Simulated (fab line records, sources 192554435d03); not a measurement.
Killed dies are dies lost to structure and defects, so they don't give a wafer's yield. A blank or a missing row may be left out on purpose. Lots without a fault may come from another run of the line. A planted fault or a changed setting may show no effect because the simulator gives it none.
Chamber matching | flow n5_finfet | N5_GATE_CUT_PECVD_57 on pecvd-04: 3 sister chambers
The step deposits SiNx from SiH4/NH3/N2, target thk 21 nm. 3 wafers are shown with their chamber, then 7 later ones without.

WAFERS WITH THEIR CHAMBER
wafer  | chamber | throttle_valve_pct (%)
L080.6 | 2       | 40.5
L093.2 | 0       | 40.9
L093.3 | 1       | 37.8

WAFERS WITHOUT THEIR CHAMBER
wafer  | throttle_valve_pct (%)
L093.4 | 41.2
L095.1 | 41.0
L095.3 | 41.1
L095.6 | 41.2
L096.2 | 41.2
L096.4 | 41.0
L096.6 | 37.8

WHICH CHAMBER EACH WENT THROUGH
wafer  | from the rows above     | in truth
L093.4 | can't be placed: 0 or 2 | 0
L095.1 | can't be placed: 0 or 2 | 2
L095.3 | can't be placed: 0 or 2 | 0
L095.6 | can't be placed: 0 or 2 | 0
L096.2 | can't be placed: 0 or 2 | 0
L096.4 | can't be placed: 0 or 2 | 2
L096.6 | 1                       | 1
Placed correctly: 1 of 7. Can't be placed from these rows: 6 (the true chamber is among the candidates in 6). Placed wrongly: 0.
How it was worked out, from the rows above alone: a wafer's distance from a chamber is the root of the sum, over the readings, of the square of ((its reading less the chamber's mean) divided by the reading's scatter). The wafer belongs to the nearest chamber; if the next one is less than 2 further off, it can't be placed. A chamber's mean is the mean of its shown wafers. The scatter: with one shown wafer a chamber, the root of the mean of the squares of how far each hidden wafer lies from its nearest shown one.
